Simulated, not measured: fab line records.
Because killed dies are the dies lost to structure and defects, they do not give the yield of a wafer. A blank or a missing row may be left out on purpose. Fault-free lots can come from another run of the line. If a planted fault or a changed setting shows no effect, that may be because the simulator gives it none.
Which tool is to blame? / flow nand-harc / 12 lots with 36 wafers sampled at 5 steps, on a route of 1302 steps

## WHAT EACH GAUGE READ, for each wafer
NHARC_A_DECK1_JOINT_THK_MEAS_14: measures by ellipsometry.
lot=L827; measured=day 11 06:03; on=film-metro-01; thk-nm (nm)=51.7 50.1 48.4
lot=L829; measured=day 11 20:15; on=film-metro-02; thk-nm (nm)=50.2 52.1 49.9
lot=L831; measured=day 12 15:31; on=film-metro-02; thk-nm (nm)=50.4 48.1 49.8
lot=L834; measured=day 14 18:22; on=film-metro-02; thk-nm (nm)=53.8 51.1 51.8
lot=L841; measured=day 17 14:48; on=film-metro-02; thk-nm (nm)=50.8 51.9 49.6
lot=L843; measured=day 18 00:43; on=film-metro-02; thk-nm (nm)=50.6 49.9 49.8
lot=L844; measured=day 18 16:52; on=film-metro-02; thk-nm (nm)=53.9 50.3 50.4
lot=L845; measured=day 18 19:40; on=film-metro-02; thk-nm (nm)=48.1 52.7 51.3
lot=L846; measured=day 19 18:46; on=film-metro-02; thk-nm (nm)=51.3 50.8 49.3
lot=L848; measured=day 20 12:24; on=film-metro-02; thk-nm (nm)=51.4 51.2 51.9
lot=L850; measured=day 21 01:30; on=film-metro-02; thk-nm (nm)=53.4 52.0 51.7
lot=L849; measured=day 21 01:30; on=film-metro-01; thk-nm (nm)=50.9 51.4 51.0

NHARC_A_DECK1_JOINT_THK_MEAS_17: measures by ellipsometry.
lot=L827; measured=day 12 05:56; on=film-metro-01; thk-nm (nm)=46.7 44.5 45.3
lot=L829; measured=day 12 19:50; on=film-metro-01; thk-nm (nm)=44.6 46.1 45.5
lot=L831; measured=day 13 16:59; on=film-metro-02; thk-nm (nm)=44.0 46.2 46.7
lot=L834; measured=day 16 00:39; on=film-metro-01; thk-nm (nm)=43.7 47.0 43.4
lot=L841; measured=day 18 22:53; on=film-metro-01; thk-nm (nm)=45.0 46.1 46.3
lot=L843; measured=day 18 23:45; on=film-metro-01; thk-nm (nm)=46.2 44.6 43.9
lot=L844; measured=day 19 13:31; on=film-metro-02; thk-nm (nm)=42.8 45.8 44.5
lot=L845; measured=day 19 13:26; on=film-metro-01; thk-nm (nm)=44.4 45.0 45.4
lot=L846; measured=day 20 18:03; on=film-metro-02; thk-nm (nm)=44.6 43.4 43.8
lot=L848; measured=day 21 09:04; on=film-metro-01; thk-nm (nm)=43.4 41.9 44.7
lot=L850; measured=day 21 22:44; on=film-metro-02; thk-nm (nm)=44.5 45.6 45.1
lot=L849; measured=day 21 22:44; on=film-metro-01; thk-nm (nm)=46.0 43.4 45.2

NHARC_A_ONON_D2_THK_MEAS_34: measures by ellipsometry.
lot=L827; measured=day 12 21:21; on=film-metro-02; thk-nm (nm)=197 200 195
lot=L829; measured=day 13 09:12; on=film-metro-02; thk-nm (nm)=198 200 201
lot=L831; measured=day 14 06:20; on=film-metro-01; thk-nm (nm)=198 312 197
lot=L834; measured=day 16 14:21; on=film-metro-01; thk-nm (nm)=200 202 199
lot=L841; measured=day 19 12:52; on=film-metro-01; thk-nm (nm)=196 206 208
lot=L843; measured=day 19 13:05; on=film-metro-02; thk-nm (nm)=197 201 196
lot=L844; measured=day 20 02:47; on=film-metro-01; thk-nm (nm)=199 198 200
lot=L845; measured=day 20 02:46; on=film-metro-02; thk-nm (nm)=199 195 200
lot=L846; measured=day 21 07:23; on=film-metro-01; thk-nm (nm)=201 203 204
lot=L848; measured=day 21 23:21; on=film-metro-02; thk-nm (nm)=203 197 203
lot=L850; measured=day 22 12:24; on=film-metro-01; thk-nm (nm)=198 201 203
lot=L849; measured=day 22 12:25; on=film-metro-02; thk-nm (nm)=195 201 199

## EACH LOT AND THE TOOL THAT RAN IT (in order: tool; ch and the chambers of the sampled wafers; start)
lot=L827; NHARC_A_CHANNEL_FILL_D1_ETCHBACK_20=rie-diel-05 ch 0,1,2, day 9 18:58; NHARC_A_ONON_D2_DEP_33=pecvd-01 ch 0,1, day 12 20:59
lot=L829; NHARC_A_CHANNEL_FILL_D1_ETCHBACK_20=rie-diel-05 ch 1,3, day 10 10:15; NHARC_A_ONON_D2_DEP_33=pecvd-04 ch 0,1,2, day 13 08:53
lot=L831; NHARC_A_CHANNEL_FILL_D1_ETCHBACK_20=rie-diel-09 ch 0,1,3, day 11 01:17; NHARC_A_ONON_D2_DEP_33=pecvd-04 ch 0,1,2, day 14 05:58
lot=L834; NHARC_A_CHANNEL_FILL_D1_ETCHBACK_20=rie-diel-09 ch 1,3, day 13 03:49; NHARC_A_ONON_D2_DEP_33=pecvd-01 ch 0,1,2, day 16 13:59
lot=L841; NHARC_A_CHANNEL_FILL_D1_ETCHBACK_20=rie-diel-09 ch 0,2, day 15 23:41; NHARC_A_ONON_D2_DEP_33=pecvd-01 ch 0,1,2, day 19 12:30
lot=L843; NHARC_A_CHANNEL_FILL_D1_ETCHBACK_20=rie-diel-01 ch 0,2,3, day 16 11:01; NHARC_A_ONON_D2_DEP_33=pecvd-04 ch 0,1,2, day 19 12:38
lot=L844; NHARC_A_CHANNEL_FILL_D1_ETCHBACK_20=rie-diel-09 ch 0,1, day 17 04:47; NHARC_A_ONON_D2_DEP_33=pecvd-03 ch 0,1, day 20 02:25
lot=L845; NHARC_A_CHANNEL_FILL_D1_ETCHBACK_20=rie-diel-05 ch 0,2,3, day 17 04:47; NHARC_A_ONON_D2_DEP_33=pecvd-01 ch 0,1, day 20 02:21
lot=L846; NHARC_A_CHANNEL_FILL_D1_ETCHBACK_20=rie-diel-05 ch 0,1, day 18 07:49; NHARC_A_ONON_D2_DEP_33=pecvd-03 ch 0,1,2, day 21 07:07
lot=L848; NHARC_A_CHANNEL_FILL_D1_ETCHBACK_20=rie-diel-05 ch 0,3, day 18 20:47; NHARC_A_ONON_D2_DEP_33=pecvd-04 ch 0,1, day 21 22:56
lot=L850; NHARC_A_CHANNEL_FILL_D1_ETCHBACK_20=rie-diel-05 ch 0,1,3, day 19 12:17; NHARC_A_ONON_D2_DEP_33=pecvd-01 ch 1,2, day 22 11:59
lot=L849; NHARC_A_CHANNEL_FILL_D1_ETCHBACK_20=rie-diel-01 ch 0,2, day 19 12:18; NHARC_A_ONON_D2_DEP_33=pecvd-04 ch 0,1, day 22 12:02
- NHARC_A_CHANNEL_FILL_D1_ETCHBACK_20: etches the open film in C4F8/O2/Ar, target depth 27 nm, time 13.5 s.
- NHARC_A_ONON_D2_DEP_33: deposits SiO2, target thk 200 nm.

## WHAT THE TOOLS THEMSELVES READ (means of the sampled wafers that have a number; where no wafer has one, the mark that the record gives instead)
NHARC_A_CHANNEL_FILL_D1_ETCHBACK_20.
lot=L827; tool=rie-diel-05; bias-w (W)=1502; oes-product-au (a.u.)=0.94; rf-vpp-V (V)=977
lot=L829; tool=rie-diel-05; bias-w (W)=1502; oes-product-au (a.u.)=0.92; rf-vpp-V (V)=977
lot=L831; tool=rie-diel-09; bias-w (W)=1500; oes-product-au (a.u.)=0.92; rf-vpp-V (V)=986
lot=L834; tool=rie-diel-09; bias-w (W)=1498; oes-product-au (a.u.)=0.99; rf-vpp-V (V)=985
lot=L841; tool=rie-diel-09; bias-w (W)=1502; oes-product-au (a.u.)=1.00; rf-vpp-V (V)=988
lot=L843; tool=rie-diel-01; bias-w (W)=1497; oes-product-au (a.u.)=0.92; rf-vpp-V (V)=977
lot=L844; tool=rie-diel-09; bias-w (W)=1504; oes-product-au (a.u.)=0.92; rf-vpp-V (V)=985
lot=L845; tool=rie-diel-05; bias-w (W)=1502; oes-product-au (a.u.)=0.95; rf-vpp-V (V)=980
lot=L846; tool=rie-diel-05; bias-w (W)=1503; oes-product-au (a.u.)=0.98; rf-vpp-V (V)=975
lot=L848; tool=rie-diel-05; bias-w (W)=1496; oes-product-au (a.u.)=1.01; rf-vpp-V (V)=978
lot=L850; tool=rie-diel-05; bias-w (W)=1499; oes-product-au (a.u.)=0.96; rf-vpp-V (V)=976
lot=L849; tool=rie-diel-01; bias-w (W)=1497; oes-product-au (a.u.)=0.97; rf-vpp-V (V)=971

NHARC_A_ONON_D2_DEP_33.
lot=L827; tool=pecvd-01; heater-power-w (W)=503; susceptor-temp-C (C)=399.88; throttle-valve-pct (%)=15.8
lot=L829; tool=pecvd-04; heater-power-w (W)=616; susceptor-temp-C (C)=399.91; throttle-valve-pct (%)=15.9
lot=L831; tool=pecvd-04; heater-power-w (W)=551; susceptor-temp-C (C)=400.03; throttle-valve-pct (%)=16.2
lot=L834; tool=pecvd-01; heater-power-w (W)=479; susceptor-temp-C (C)=400.11; throttle-valve-pct (%)=15.6
lot=L841; tool=pecvd-01; heater-power-w (W)=553; susceptor-temp-C (C)=399.93; throttle-valve-pct (%)=15.7
lot=L843; tool=pecvd-04; heater-power-w (W)=612; susceptor-temp-C (C)=399.93; throttle-valve-pct (%)=16.0
lot=L844; tool=pecvd-03; heater-power-w (W)=517; susceptor-temp-C (C)=400.08; throttle-valve-pct (%)=15.6
lot=L845; tool=pecvd-01; heater-power-w (W)=585; susceptor-temp-C (C)=399.84; throttle-valve-pct (%)=15.7
lot=L846; tool=pecvd-03; heater-power-w (W)=476; susceptor-temp-C (C)=399.81; throttle-valve-pct (%)=15.6
lot=L848; tool=pecvd-04; heater-power-w (W)=608; susceptor-temp-C (C)=400.03; throttle-valve-pct (%)=16.2
lot=L850; tool=pecvd-01; heater-power-w (W)=487; susceptor-temp-C (C)=400.01; throttle-valve-pct (%)=15.7
lot=L849; tool=pecvd-04; heater-power-w (W)=637; susceptor-temp-C (C)=400.09; throttle-valve-pct (%)=16.2

## THE ANSWER, worked out from the rows above alone
Rule: usual is defined by the lots themselves. The widest of any qualifying gaps counts: lots, ordered by their means at a reading, are off when they make up no more than a third of the lots, leave a main group of 4 or more, and stand apart from it by 3 or more times the standard deviation of that group's means. The tables above print the reading to a certain number of digits; a main group whose means all agree to those digits is not used. A lot without any number at a reading at which 4 lots or more have one is off too. All remaining lots with rows at the step are treated as sound. The gauges are gone through in route order, then the tools' own readings, and for those a lot's mean is taken as printed above. At the first step where some lot is off, the reading lying furthest off is the one used; lots without a number count as furthest.
Off: L831 (NHARC_A_ONON_D2_THK_MEAS_34, thk-nm). For the main group the mean is 200 nm and the standard deviation 1.9.
A tool fits if, at a process step before that reading, it ran every lot that is off, and no sound lot after the first of them. The gauges at NHARC_A_ONON_D2_THK_MEAS_34 are tried like those tools. None of those tried fits.

## WHAT THE SIMULATOR PUT IN
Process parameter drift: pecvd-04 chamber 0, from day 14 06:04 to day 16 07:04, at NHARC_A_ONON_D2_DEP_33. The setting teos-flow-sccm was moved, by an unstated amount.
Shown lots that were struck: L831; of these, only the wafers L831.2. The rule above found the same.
